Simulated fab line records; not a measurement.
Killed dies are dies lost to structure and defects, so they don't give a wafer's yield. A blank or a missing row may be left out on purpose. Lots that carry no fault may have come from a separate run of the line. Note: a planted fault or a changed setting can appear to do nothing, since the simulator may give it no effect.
Chamber matching    flow n5_finfet    N5_HKMG_FIN_ETCH_31 on rie_diel-04 has 4 sister chambers
The step etches SiARC in CF4, target depth 45.5 nm, time 75.8 s. 4 wafers are shown with their chamber, then 7 later ones without.

WAFERS PAIRED WITH THEIR CHAMBERS
wafer   chamber  drypump_motor_current_A (A)
L080.1  1        4.7
L086.4  2        5.6
L088.1  0        5.5
L088.2  3        5.4

WAFERS WHOSE CHAMBER IS MISSING
wafer   drypump_motor_current_A (A)
L088.3  4.7
L091.3  5.6
L091.4  4.7
L091.6  5.7
L095.2  5.7
L095.3  4.7
L095.6  5.5

CHAMBER TAKEN BY EACH
wafer   from the rows above           in truth
L088.3  1                             1
L091.3  can't be placed: 2 or 0       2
L091.4  1                             1
L091.6  can't be placed: 2 or 0       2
L095.2  can't be placed: 2 or 0       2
L095.3  1                             1
L095.6  can't be placed: 0 or 2 or 3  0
3 of 7 placed correctly. Can't be placed from these rows: 4 (the true chamber is among the candidates in 4). Wrongly placed: 0.
How it was worked out, from the rows above alone: a wafer's distance from a chamber is the root of the sum, over the readings, of the square of ((its reading less the chamber's mean) divided by the reading's scatter). If the next closest chamber is less than 2 further off than the closest, the wafer can't be placed; otherwise it belongs to the closest. Each chamber's mean is taken over the wafers shown for it. The scatter (one wafer shown for each chamber): square how far every hidden wafer sits from the nearest shown wafer, average those squares and take the square root.
